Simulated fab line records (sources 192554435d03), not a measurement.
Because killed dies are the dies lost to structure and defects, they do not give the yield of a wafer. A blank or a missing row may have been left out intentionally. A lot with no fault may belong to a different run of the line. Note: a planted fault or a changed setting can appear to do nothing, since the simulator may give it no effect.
Which of the tools did it? / flow n5Finfet / 24 lots with 72 wafers sampled at 5 steps, on a route of 1938 steps

WHAT THE GAUGES SHOWED, per wafer
N5_BEOL_M3_THK_MEAS_53: measures by xrf.
lot=L074; measured=day 7 01:34; on=filmMetro-01; M3_THK (nm)=41.2 39.9 43.1
lot=L075; measured=day 7 12:56; on=filmMetro-01; M3_THK (nm)=38.8 40.9 42.6
lot=L076; measured=day 7 20:19; on=filmMetro-02; M3_THK (nm)=40.2 40.6 40.8
lot=L077; measured=day 7 21:46; on=filmMetro-02; M3_THK (nm)=39.5 42.5 42.3
lot=L078; measured=day 7 23:53; on=filmMetro-02; M3_THK (nm)=39.7 41.0 41.3
lot=L079; measured=day 8 07:07; on=filmMetro-01; M3_THK (nm)=39.3 41.4 40.8
lot=L080; measured=day 8 14:13; on=filmMetro-02; M3_THK (nm)=38.3 41.4 39.7
lot=L081; measured=day 9 05:33; on=filmMetro-02; M3_THK (nm)=41.4 37.3 38.9
lot=L082; measured=day 9 19:15; on=filmMetro-02; M3_THK (nm)=42.8 43.1 43.5
lot=L083; measured=day 10 05:59; on=filmMetro-02; M3_THK (nm)=41.0 40.9 43.5
lot=L084; measured=day 10 11:37; on=filmMetro-01; M3_THK (nm)=41.5 40.0 41.0
lot=L085; measured=day 10 13:32; on=filmMetro-02; M3_THK (nm)=41.2 41.2 39.5
lot=L086; measured=day 10 16:22; on=filmMetro-02; M3_THK (nm)=39.8 40.6 42.8
lot=L088; measured=day 10 19:23; on=filmMetro-02; M3_THK (nm)=41.1 37.2 41.2
lot=L087; measured=day 10 19:41; on=filmMetro-01; M3_THK (nm)=37.3 42.7 41.0
lot=L089; measured=day 11 01:53; on=filmMetro-01; M3_THK (nm)=36.7 40.8 40.3
lot=L090; measured=day 11 02:38; on=filmMetro-02; M3_THK (nm)=38.1 41.2 41.2
lot=L091; measured=day 12 03:52; on=filmMetro-01; M3_THK (nm)=38.3 40.1 39.1
lot=L092; measured=day 12 08:06; on=filmMetro-02; M3_THK (nm)=38.8 37.9 40.9
lot=L094; measured=day 12 09:47; on=filmMetro-02; M3_THK (nm)=40.7 41.4 42.5
lot=L093; measured=day 12 11:50; on=filmMetro-01; M3_THK (nm)=41.9 41.2 39.8
lot=L095; measured=day 13 00:11; on=filmMetro-02; M3_THK (nm)=41.5 42.9 45.4
lot=L096; measured=day 13 04:43; on=filmMetro-01; M3_THK (nm)=41.8 40.2 44.3
lot=L097; measured=day 13 04:52; on=filmMetro-02; M3_THK (nm)=41.4 43.9 44.9

WHICH TOOL RAN EACH LOT (tool, then ch and the chambers of the sampled wafers, then the start)
lot=L074; N5_BEOL_M3_TRENCH_ETCH_37=rieDiel-02 ch 0,1,3, day 7 00:06 or earlier; N5_BEOL_M3_SPUTTER_90=pvdSputter-03, day 7 00:06; N5_BEOL_M3_ANNEAL_93=pvdSputter-03, day 7 00:24; N5_BEOL_M3_CMP_52=cmp-03 ch 1,2,3, day 7 01:16
lot=L075; N5_BEOL_M3_TRENCH_ETCH_37=rieDiel-02 ch 0,3, day 7 11:29 or earlier; N5_BEOL_M3_SPUTTER_90=pvdSputter-03, day 7 11:29; N5_BEOL_M3_ANNEAL_93=pvdSputter-03, day 7 11:47; N5_BEOL_M3_CMP_52=cmp-04 ch 0,1,3, day 7 12:38
lot=L076; N5_BEOL_M3_TRENCH_ETCH_37=rieDiel-02 ch 0,1,3, day 7 18:37 or earlier; N5_BEOL_M3_SPUTTER_90=pvdSputter-03, day 7 18:37; N5_BEOL_M3_ANNEAL_93=pvdSputter-03, day 7 18:55; N5_BEOL_M3_CMP_52=cmp-01 ch 0,1,2, day 7 20:01
lot=L077; N5_BEOL_M3_TRENCH_ETCH_37=rieDiel-05 ch 2,3, day 7 20:18 or earlier; N5_BEOL_M3_SPUTTER_90=pvdSputter-02, day 7 20:18; N5_BEOL_M3_ANNEAL_93=pvdSputter-02, day 7 20:36; N5_BEOL_M3_CMP_52=cmp-04 ch 0,3, day 7 21:28
lot=L078; N5_BEOL_M3_TRENCH_ETCH_37=rieDiel-02 ch 0,3, day 7 22:25 or earlier; N5_BEOL_M3_SPUTTER_90=pvdSputter-02, day 7 22:25; N5_BEOL_M3_ANNEAL_93=pvdSputter-02, day 7 22:43; N5_BEOL_M3_CMP_52=cmp-04 ch 0,3, day 7 23:35
lot=L079; N5_BEOL_M3_TRENCH_ETCH_37=rieDiel-06 ch 0,1,2, day 8 05:40 or earlier; N5_BEOL_M3_SPUTTER_90=pvdSputter-03, day 8 05:40; N5_BEOL_M3_ANNEAL_93=pvdSputter-03, day 8 05:58; N5_BEOL_M3_CMP_52=cmp-01 ch 0,1,3, day 8 06:51
lot=L080; N5_BEOL_M3_TRENCH_ETCH_37=rieDiel-05 ch 0,1,2, day 8 12:46 or earlier; N5_BEOL_M3_SPUTTER_90=pvdSputter-02, day 8 12:46; N5_BEOL_M3_ANNEAL_93=pvdSputter-02, day 8 13:04; N5_BEOL_M3_CMP_52=cmp-01 ch 0,1,3, day 8 13:55
lot=L081; N5_BEOL_M3_TRENCH_ETCH_37=rieDiel-06 ch 0,1,2, day 9 04:06 or earlier; N5_BEOL_M3_SPUTTER_90=pvdSputter-02, day 9 04:06; N5_BEOL_M3_ANNEAL_93=pvdSputter-02, day 9 04:24; N5_BEOL_M3_CMP_52=cmp-04 ch 1,2,3, day 9 05:16
lot=L082; N5_BEOL_M3_TRENCH_ETCH_37=rieDiel-02 ch 0,2, day 9 17:48 or earlier; N5_BEOL_M3_SPUTTER_90=pvdSputter-02, day 9 17:48; N5_BEOL_M3_ANNEAL_93=pvdSputter-02, day 9 18:06; N5_BEOL_M3_CMP_52=cmp-03 ch 2,3, day 9 18:57
lot=L083; N5_BEOL_M3_TRENCH_ETCH_37=rieDiel-05 ch 0,1,3, day 10 04:32 or earlier; N5_BEOL_M3_SPUTTER_90=pvdSputter-03, day 10 04:32; N5_BEOL_M3_ANNEAL_93=pvdSputter-03, day 10 04:50; N5_BEOL_M3_CMP_52=cmp-03 ch 0,1,2, day 10 05:41
lot=L084; N5_BEOL_M3_TRENCH_ETCH_37=rieDiel-02 ch 0,1, day 10 10:10 or earlier; N5_BEOL_M3_SPUTTER_90=pvdSputter-03, day 10 10:10; N5_BEOL_M3_ANNEAL_93=pvdSputter-03, day 10 10:28; N5_BEOL_M3_CMP_52=cmp-03 ch 0,1,2, day 10 11:22
lot=L085; N5_BEOL_M3_TRENCH_ETCH_37=rieDiel-05 ch 2,3, day 10 12:01 or earlier; N5_BEOL_M3_SPUTTER_90=pvdSputter-03, day 10 12:01; N5_BEOL_M3_ANNEAL_93=pvdSputter-03, day 10 12:19; N5_BEOL_M3_CMP_52=cmp-03 ch 2,3, day 10 13:14
lot=L086; N5_BEOL_M3_TRENCH_ETCH_37=rieDiel-06 ch 0,1,3, day 10 14:52 or earlier; N5_BEOL_M3_SPUTTER_90=pvdSputter-02, day 10 14:52; N5_BEOL_M3_ANNEAL_93=pvdSputter-02, day 10 15:10; N5_BEOL_M3_CMP_52=cmp-01 ch 0,1,2, day 10 16:04
lot=L088; N5_BEOL_M3_TRENCH_ETCH_37=rieDiel-06 ch 0,1,3, day 10 17:56 or earlier; N5_BEOL_M3_SPUTTER_90=pvdSputter-01, day 10 17:56; N5_BEOL_M3_ANNEAL_93=pvdSputter-01, day 10 18:14; N5_BEOL_M3_CMP_52=cmp-03 ch 0,1,3, day 10 19:10
lot=L087; N5_BEOL_M3_TRENCH_ETCH_37=rieDiel-06 ch 0,2,3, day 10 18:01 or earlier; N5_BEOL_M3_SPUTTER_90=pvdSputter-03, day 10 18:01; N5_BEOL_M3_ANNEAL_93=pvdSputter-03, day 10 18:19; N5_BEOL_M3_CMP_52=cmp-04 ch 1,2, day 10 19:26
lot=L089; N5_BEOL_M3_TRENCH_ETCH_37=rieDiel-06 ch 2,3, day 11 00:26 or earlier; N5_BEOL_M3_SPUTTER_90=pvdSputter-02, day 11 00:26; N5_BEOL_M3_ANNEAL_93=pvdSputter-02, day 11 00:44; N5_BEOL_M3_CMP_52=cmp-01 ch 0,1,2, day 11 01:42
lot=L090; N5_BEOL_M3_TRENCH_ETCH_37=rieDiel-02 ch 0,1,3, day 11 01:11 or earlier; N5_BEOL_M3_SPUTTER_90=pvdSputter-01, day 11 01:11; N5_BEOL_M3_ANNEAL_93=pvdSputter-01, day 11 01:29; N5_BEOL_M3_CMP_52=cmp-04 ch 0,1,3, day 11 02:22
lot=L091; N5_BEOL_M3_TRENCH_ETCH_37=rieDiel-05 ch 1,2,3, day 12 02:25 or earlier; N5_BEOL_M3_SPUTTER_90=pvdSputter-01, day 12 02:25; N5_BEOL_M3_ANNEAL_93=pvdSputter-01, day 12 02:43; N5_BEOL_M3_CMP_52=cmp-04 ch 1,2,3, day 12 03:34
lot=L092; N5_BEOL_M3_TRENCH_ETCH_37=rieDiel-02 ch 0,1,3, day 12 06:29 or earlier; N5_BEOL_M3_SPUTTER_90=pvdSputter-02, day 12 06:29; N5_BEOL_M3_ANNEAL_93=pvdSputter-02, day 12 06:47; N5_BEOL_M3_CMP_52=cmp-01 ch 1,3, day 12 07:48
lot=L094; N5_BEOL_M3_TRENCH_ETCH_37=rieDiel-06 ch 2,3, day 12 08:19 or earlier; N5_BEOL_M3_SPUTTER_90=pvdSputter-02, day 12 08:19; N5_BEOL_M3_ANNEAL_93=pvdSputter-02, day 12 08:37; N5_BEOL_M3_CMP_52=cmp-01 ch 0,1, day 12 09:29
lot=L093; N5_BEOL_M3_TRENCH_ETCH_37=rieDiel-06 ch 0,2,3, day 12 10:23 or earlier; N5_BEOL_M3_SPUTTER_90=pvdSputter-01, day 12 10:23; N5_BEOL_M3_ANNEAL_93=pvdSputter-01, day 12 10:41; N5_BEOL_M3_CMP_52=cmp-01 ch 1,2, day 12 11:32
lot=L095; N5_BEOL_M3_TRENCH_ETCH_37=rieDiel-02 ch 0,1,2, day 12 22:44 or earlier; N5_BEOL_M3_SPUTTER_90=pvdSputter-02, day 12 22:44; N5_BEOL_M3_ANNEAL_93=pvdSputter-02, day 12 23:02; N5_BEOL_M3_CMP_52=cmp-03 ch 0,2,3, day 12 23:56
lot=L096; N5_BEOL_M3_TRENCH_ETCH_37=rieDiel-02 ch 0,1,3, day 13 03:17 or earlier; N5_BEOL_M3_SPUTTER_90=pvdSputter-01, day 13 03:17; N5_BEOL_M3_ANNEAL_93=pvdSputter-01, day 13 03:35; N5_BEOL_M3_CMP_52=cmp-01 ch 0,2,3, day 13 04:26
lot=L097; N5_BEOL_M3_TRENCH_ETCH_37=rieDiel-06 ch 1,2,3, day 13 03:25 or earlier; N5_BEOL_M3_SPUTTER_90=pvdSputter-02, day 13 03:25; N5_BEOL_M3_ANNEAL_93=pvdSputter-02, day 13 03:43; N5_BEOL_M3_CMP_52=cmp-03 ch 0,1,3, day 13 04:35
- N5_BEOL_M3_TRENCH_ETCH_37: etches SiOC in C4F6/O2, target depth 55.555 nm, time 29.2 s.
- N5_BEOL_M3_SPUTTER_90: material Cu, target thk 4.5 nm, time 8.29 s.
- N5_BEOL_M3_ANNEAL_93: time 240 s.
- N5_BEOL_M3_CMP_52: polishes, stops on SiOC, t overpolish 6.8 s, target thk 40 nm.

WHAT THE TOOLS THEMSELVES READ (means of the sampled wafers that have a number; where no wafer has one, the mark that the record gives instead)
N5_BEOL_M3_TRENCH_ETCH_37.
lot=L074; tool=rieDiel-02; drypumpMotorCurrentA (A)=5.5; oesProductAu (a.u.)=0.73; rfVppV (V)=659; showerheadPlenumPTorr (Torr)=2.86; throttleValvePct (%)=21.11
lot=L075; tool=rieDiel-02; drypumpMotorCurrentA (A)=5.4; oesProductAu (a.u.)=0.75; rfVppV (V)=662; showerheadPlenumPTorr (Torr)=2.95; throttleValvePct (%)=21.07
lot=L076; tool=rieDiel-02; drypumpMotorCurrentA (A)=5.4; oesProductAu (a.u.)=0.72; rfVppV (V)=658; showerheadPlenumPTorr (Torr)=2.86; throttleValvePct (%)=21.12
lot=L077; tool=rieDiel-05; drypumpMotorCurrentA (A)=5.2; oesProductAu (a.u.)=0.73; rfVppV (V)=667; showerheadPlenumPTorr (Torr)=2.96; throttleValvePct (%)=21.15
lot=L078; tool=rieDiel-02; drypumpMotorCurrentA (A)=5.4; oesProductAu (a.u.)=0.74; rfVppV (V)=661; showerheadPlenumPTorr (Torr)=2.95; throttleValvePct (%)=21.07
lot=L079; tool=rieDiel-06; drypumpMotorCurrentA (A)=5.9; oesProductAu (a.u.)=0.76; rfVppV (V)=663; showerheadPlenumPTorr (Torr)=2.84; throttleValvePct (%)=20.78
lot=L080; tool=rieDiel-05; drypumpMotorCurrentA (A)=5.6; oesProductAu (a.u.)=0.77; rfVppV (V)=670; showerheadPlenumPTorr (Torr)=2.84; throttleValvePct (%)=21.03
lot=L081; tool=rieDiel-06; drypumpMotorCurrentA (A)=5.9; oesProductAu (a.u.)=0.76; rfVppV (V)=663; showerheadPlenumPTorr (Torr)=2.83; throttleValvePct (%)=20.78
lot=L082; tool=rieDiel-02; drypumpMotorCurrentA (A)=5.1; oesProductAu (a.u.)=0.88; rfVppV (V)=678; showerheadPlenumPTorr (Torr)=3.01; throttleValvePct (%)=20.83
lot=L083; tool=rieDiel-05; drypumpMotorCurrentA (A)=5.8; oesProductAu (a.u.)=0.76; rfVppV (V)=673; showerheadPlenumPTorr (Torr)=2.83; throttleValvePct (%)=20.82
lot=L084; tool=rieDiel-02; drypumpMotorCurrentA (A)=5.5; oesProductAu (a.u.)=0.89; rfVppV (V)=663; showerheadPlenumPTorr (Torr)=2.97; throttleValvePct (%)=21.02
lot=L085; tool=rieDiel-05; drypumpMotorCurrentA (A)=5.4; oesProductAu (a.u.)=0.72; rfVppV (V)=670; showerheadPlenumPTorr (Torr)=2.96; throttleValvePct (%)=20.95
lot=L086; tool=rieDiel-06; drypumpMotorCurrentA (A)=6.1; oesProductAu (a.u.)=0.76; rfVppV (V)=672; showerheadPlenumPTorr (Torr)=2.88; throttleValvePct (%)=20.66
lot=L088; tool=rieDiel-06; drypumpMotorCurrentA (A)=6.1; oesProductAu (a.u.)=0.76; rfVppV (V)=672; showerheadPlenumPTorr (Torr)=2.88; throttleValvePct (%)=20.66
lot=L087; tool=rieDiel-06; drypumpMotorCurrentA (A)=5.8; oesProductAu (a.u.)=0.81; rfVppV (V)=666; showerheadPlenumPTorr (Torr)=2.81; throttleValvePct (%)=20.73
lot=L089; tool=rieDiel-06; drypumpMotorCurrentA (A)=6.1; oesProductAu (a.u.)=0.86; rfVppV (V)=663; showerheadPlenumPTorr (Torr)=2.83; throttleValvePct (%)=20.66
lot=L090; tool=rieDiel-02; drypumpMotorCurrentA (A)=5.4; oesProductAu (a.u.)=0.80; rfVppV (V)=662; showerheadPlenumPTorr (Torr)=2.95; throttleValvePct (%)=21.05
lot=L091; tool=rieDiel-05; drypumpMotorCurrentA (A)=5.4; oesProductAu (a.u.)=0.76; rfVppV (V)=673; showerheadPlenumPTorr (Torr)=2.92; throttleValvePct (%)=20.97
lot=L092; tool=rieDiel-02; drypumpMotorCurrentA (A)=5.5; oesProductAu (a.u.)=0.79; rfVppV (V)=663; showerheadPlenumPTorr (Torr)=2.95; throttleValvePct (%)=21.07
lot=L094; tool=rieDiel-06; drypumpMotorCurrentA (A)=6.1; oesProductAu (a.u.)=0.85; rfVppV (V)=663; showerheadPlenumPTorr (Torr)=2.83; throttleValvePct (%)=20.68
lot=L093; tool=rieDiel-06; drypumpMotorCurrentA (A)=5.8; oesProductAu (a.u.)=0.78; rfVppV (V)=666; showerheadPlenumPTorr (Torr)=2.81; throttleValvePct (%)=20.75
lot=L095; tool=rieDiel-02; drypumpMotorCurrentA (A)=5.3; oesProductAu (a.u.)=0.85; rfVppV (V)=671; showerheadPlenumPTorr (Torr)=2.98; throttleValvePct (%)=20.94
lot=L096; tool=rieDiel-02; drypumpMotorCurrentA (A)=5.4; oesProductAu (a.u.)=0.78; rfVppV (V)=662; showerheadPlenumPTorr (Torr)=2.95; throttleValvePct (%)=21.08
lot=L097; tool=rieDiel-06; drypumpMotorCurrentA (A)=6.3; oesProductAu (a.u.)=0.81; rfVppV (V)=668; showerheadPlenumPTorr (Torr)=2.89; throttleValvePct (%)=20.62

N5_BEOL_M3_SPUTTER_90.
lot=L074; tool=pvdSputter-03; chamberPressurePa (Pa)=0.07; throttleValvePct (%)=30.5
lot=L075; tool=pvdSputter-03; chamberPressurePa (Pa)=0.07; throttleValvePct (%)=31.7
lot=L076; tool=pvdSputter-03; chamberPressurePa (Pa)=0.07; throttleValvePct (%)=31.0
lot=L077; tool=pvdSputter-02; chamberPressurePa (Pa)=0.07; throttleValvePct (%)=29.8
lot=L078; tool=pvdSputter-02; chamberPressurePa (Pa)=0.07; throttleValvePct (%)=29.4
lot=L079; tool=pvdSputter-03; chamberPressurePa (Pa)=0.07; throttleValvePct (%)=30.6
lot=L080; tool=pvdSputter-02; chamberPressurePa (Pa)=0.07; throttleValvePct (%)=29.7
lot=L081; tool=pvdSputter-02; chamberPressurePa (Pa)=0.07; throttleValvePct (%)=30.9
lot=L082; tool=pvdSputter-02; chamberPressurePa (Pa)=0.07; throttleValvePct (%)=30.9
lot=L083; tool=pvdSputter-03; chamberPressurePa (Pa)=0.07; throttleValvePct (%)=29.4
lot=L084; tool=pvdSputter-03; chamberPressurePa (Pa)=0.07; throttleValvePct (%)=29.6
lot=L085; tool=pvdSputter-03; chamberPressurePa (Pa)=0.07; throttleValvePct (%)=30.8
lot=L086; tool=pvdSputter-02; chamberPressurePa (Pa)=0.07; throttleValvePct (%)=29.6
lot=L088; tool=pvdSputter-01; chamberPressurePa (Pa)=0.07; throttleValvePct (%)=30.1
lot=L087; tool=pvdSputter-03; chamberPressurePa (Pa)=0.07; throttleValvePct (%)=30.1
lot=L089; tool=pvdSputter-02; chamberPressurePa (Pa)=0.07; throttleValvePct (%)=28.9
lot=L090; tool=pvdSputter-01; chamberPressurePa (Pa)=0.07; throttleValvePct (%)=29.9
lot=L091; tool=pvdSputter-01; chamberPressurePa (Pa)=0.07; throttleValvePct (%)=30.6
lot=L092; tool=pvdSputter-02; chamberPressurePa (Pa)=0.07; throttleValvePct (%)=29.7
lot=L094; tool=pvdSputter-02; chamberPressurePa (Pa)=0.07; throttleValvePct (%)=29.9
lot=L093; tool=pvdSputter-01; chamberPressurePa (Pa)=0.07; throttleValvePct (%)=29.8
lot=L095; tool=pvdSputter-02; chamberPressurePa (Pa)=0.07; throttleValvePct (%)=30.2
lot=L096; tool=pvdSputter-01; chamberPressurePa (Pa)=0.07; throttleValvePct (%)=30.8
lot=L097; tool=pvdSputter-02; chamberPressurePa (Pa)=0.07; throttleValvePct (%)=30.5

N5_BEOL_M3_ANNEAL_93.
lot=L074; tool=pvdSputter-03; heaterPowerW (W)=925
lot=L075; tool=pvdSputter-03; heaterPowerW (W)=953
lot=L076; tool=pvdSputter-03; heaterPowerW (W)=870
lot=L077; tool=pvdSputter-02; heaterPowerW (W)=845
lot=L078; tool=pvdSputter-02; heaterPowerW (W)=848
lot=L079; tool=pvdSputter-03; heaterPowerW (W)=911
lot=L080; tool=pvdSputter-02; heaterPowerW (W)=836
lot=L081; tool=pvdSputter-02; heaterPowerW (W)=827
lot=L082; tool=pvdSputter-02; heaterPowerW (W)=822
lot=L083; tool=pvdSputter-03; heaterPowerW (W)=883
lot=L084; tool=pvdSputter-03; heaterPowerW (W)=855
lot=L085; tool=pvdSputter-03; heaterPowerW (W)=887
lot=L086; tool=pvdSputter-02; heaterPowerW (W)=838
lot=L088; tool=pvdSputter-01; heaterPowerW (W)=803
lot=L087; tool=pvdSputter-03; heaterPowerW (W)=841
lot=L089; tool=pvdSputter-02; heaterPowerW (W)=827
lot=L090; tool=pvdSputter-01; heaterPowerW (W)=790
lot=L091; tool=pvdSputter-01; heaterPowerW (W)=772
lot=L092; tool=pvdSputter-02; heaterPowerW (W)=832
lot=L094; tool=pvdSputter-02; heaterPowerW (W)=801
lot=L093; tool=pvdSputter-01; heaterPowerW (W)=768
lot=L095; tool=pvdSputter-02; heaterPowerW (W)=794
lot=L096; tool=pvdSputter-01; heaterPowerW (W)=769
lot=L097; tool=pvdSputter-02; heaterPowerW (W)=856

N5_BEOL_M3_CMP_52.
lot=L074; tool=cmp-03; barrierFieldEndpointS (s)=24.7; edgeZonePressureFrac=1.004; motorCurrentA (A)=6.5; overpolishRunS (s)=6.804; slurryFlowMlMin=149.9; timeToEndpointS (s)=61
lot=L075; tool=cmp-04; barrierFieldEndpointS (s)=24.4; edgeZonePressureFrac=0.997; motorCurrentA (A)=6.0; overpolishRunS (s)=6.797; slurryFlowMlMin=150.1; timeToEndpointS (s)=60
lot=L076; tool=cmp-01; barrierFieldEndpointS (s)=24.4; edgeZonePressureFrac=0.999; motorCurrentA (A)=5.6; overpolishRunS (s)=6.799; slurryFlowMlMin=150.1; timeToEndpointS (s)=62
lot=L077; tool=cmp-04; barrierFieldEndpointS (s)=24.7; edgeZonePressureFrac=0.998; motorCurrentA (A)=5.8; overpolishRunS (s)=6.800; slurryFlowMlMin=149.9; timeToEndpointS (s)=64
lot=L078; tool=cmp-04; barrierFieldEndpointS (s)=25.1; edgeZonePressureFrac=0.998; motorCurrentA (A)=5.9; overpolishRunS (s)=6.795; slurryFlowMlMin=150.2; timeToEndpointS (s)=63
lot=L079; tool=cmp-01; barrierFieldEndpointS (s)=24.6; edgeZonePressureFrac=1.002; motorCurrentA (A)=5.9; overpolishRunS (s)=6.799; slurryFlowMlMin=149.9; timeToEndpointS (s)=60
lot=L080; tool=cmp-01; barrierFieldEndpointS (s)=24.2; edgeZonePressureFrac=0.995; motorCurrentA (A)=5.7; overpolishRunS (s)=6.801; slurryFlowMlMin=149.6; timeToEndpointS (s)=58
lot=L081; tool=cmp-04; barrierFieldEndpointS (s)=24.5; edgeZonePressureFrac=0.999; motorCurrentA (A)=5.9; overpolishRunS (s)=6.803; slurryFlowMlMin=150.1; timeToEndpointS (s)=60
lot=L082; tool=cmp-03; barrierFieldEndpointS (s)=24.8; edgeZonePressureFrac=1.000; motorCurrentA (A)=6.3; overpolishRunS (s)=6.793; slurryFlowMlMin=150.2; timeToEndpointS (s)=63
lot=L083; tool=cmp-03; barrierFieldEndpointS (s)=24.3; edgeZonePressureFrac=1.002; motorCurrentA (A)=6.2; overpolishRunS (s)=6.809; slurryFlowMlMin=149.9; timeToEndpointS (s)=61
lot=L084; tool=cmp-03; barrierFieldEndpointS (s)=24.5; edgeZonePressureFrac=0.999; motorCurrentA (A)=6.1; overpolishRunS (s)=6.793; slurryFlowMlMin=149.7; timeToEndpointS (s)=60
lot=L085; tool=cmp-03; barrierFieldEndpointS (s)=24.8; edgeZonePressureFrac=0.999; motorCurrentA (A)=6.2; overpolishRunS (s)=6.804; slurryFlowMlMin=149.9; timeToEndpointS (s)=62
lot=L086; tool=cmp-01; barrierFieldEndpointS (s)=25.2; edgeZonePressureFrac=0.996; motorCurrentA (A)=5.8; overpolishRunS (s)=6.806; slurryFlowMlMin=150.1; timeToEndpointS (s)=63
lot=L088; tool=cmp-03; barrierFieldEndpointS (s)=24.5; edgeZonePressureFrac=1.000; motorCurrentA (A)=5.9; overpolishRunS (s)=6.803; slurryFlowMlMin=149.4; timeToEndpointS (s)=57
lot=L087; tool=cmp-04; barrierFieldEndpointS (s)=23.9; edgeZonePressureFrac=1.002; motorCurrentA (A)=6.4; overpolishRunS (s)=6.799; slurryFlowMlMin=150.2; timeToEndpointS (s)=60
lot=L089; tool=cmp-01; barrierFieldEndpointS (s)=24.9; edgeZonePressureFrac=0.993; motorCurrentA (A)=5.7; overpolishRunS (s)=6.801; slurryFlowMlMin=150.2; timeToEndpointS (s)=64
lot=L090; tool=cmp-04; barrierFieldEndpointS (s)=25.3; edgeZonePressureFrac=1.002; motorCurrentA (A)=5.9; overpolishRunS (s)=6.793; slurryFlowMlMin=150.0; timeToEndpointS (s)=63
lot=L091; tool=cmp-04; barrierFieldEndpointS (s)=24.1; edgeZonePressureFrac=1.000; motorCurrentA (A)=6.0; overpolishRunS (s)=6.806; slurryFlowMlMin=149.9; timeToEndpointS (s)=60
lot=L092; tool=cmp-01; barrierFieldEndpointS (s)=24.1; edgeZonePressureFrac=0.995; motorCurrentA (A)=5.7; overpolishRunS (s)=6.793; slurryFlowMlMin=149.9; timeToEndpointS (s)=60
lot=L094; tool=cmp-01; barrierFieldEndpointS (s)=24.5; edgeZonePressureFrac=1.001; motorCurrentA (A)=5.6; overpolishRunS (s)=6.796; slurryFlowMlMin=149.9; timeToEndpointS (s)=61
lot=L093; tool=cmp-01; barrierFieldEndpointS (s)=25.2; edgeZonePressureFrac=1.002; motorCurrentA (A)=5.7; overpolishRunS (s)=6.801; slurryFlowMlMin=149.9; timeToEndpointS (s)=64
lot=L095; tool=cmp-03; barrierFieldEndpointS (s)=25.2; edgeZonePressureFrac=1.004; motorCurrentA (A)=5.9; overpolishRunS (s)=6.800; slurryFlowMlMin=150.0; timeToEndpointS (s)=66
lot=L096; tool=cmp-01; barrierFieldEndpointS (s)=25.0; edgeZonePressureFrac=1.003; motorCurrentA (A)=5.9; overpolishRunS (s)=6.796; slurryFlowMlMin=150.2; timeToEndpointS (s)=65
lot=L097; tool=cmp-03; barrierFieldEndpointS (s)=24.6; edgeZonePressureFrac=0.998; motorCurrentA (A)=6.0; overpolishRunS (s)=6.795; slurryFlowMlMin=149.9; timeToEndpointS (s)=63

THE ANSWER, worked out from the rows above alone
Rule: what is usual is taken from the lots themselves. Put in order of their means at a reading, lots are off if they are a third of the lots or fewer, leave a main group of 4 or more, and stand apart from it by a gap of 3 or more times the standard deviation of the main group's means; of several such gaps the widest counts. If all means in a main group match to the digits the tables above print for the reading, that group is not used. Also off: a lot with no number at a reading for which 4 or more lots have one. All remaining lots with rows at the step are treated as sound. Order of review: gauges by route order, followed by the tools' own readings, for which a lot's mean as printed above is used. The first step at which some lot is off is used, and at that step the reading that is off furthest; a lot without a number counts as furthest.
No lot is off at any reading shown: from this, nothing can be told.

WHAT WAS PUT IN BY THE SIMULATOR
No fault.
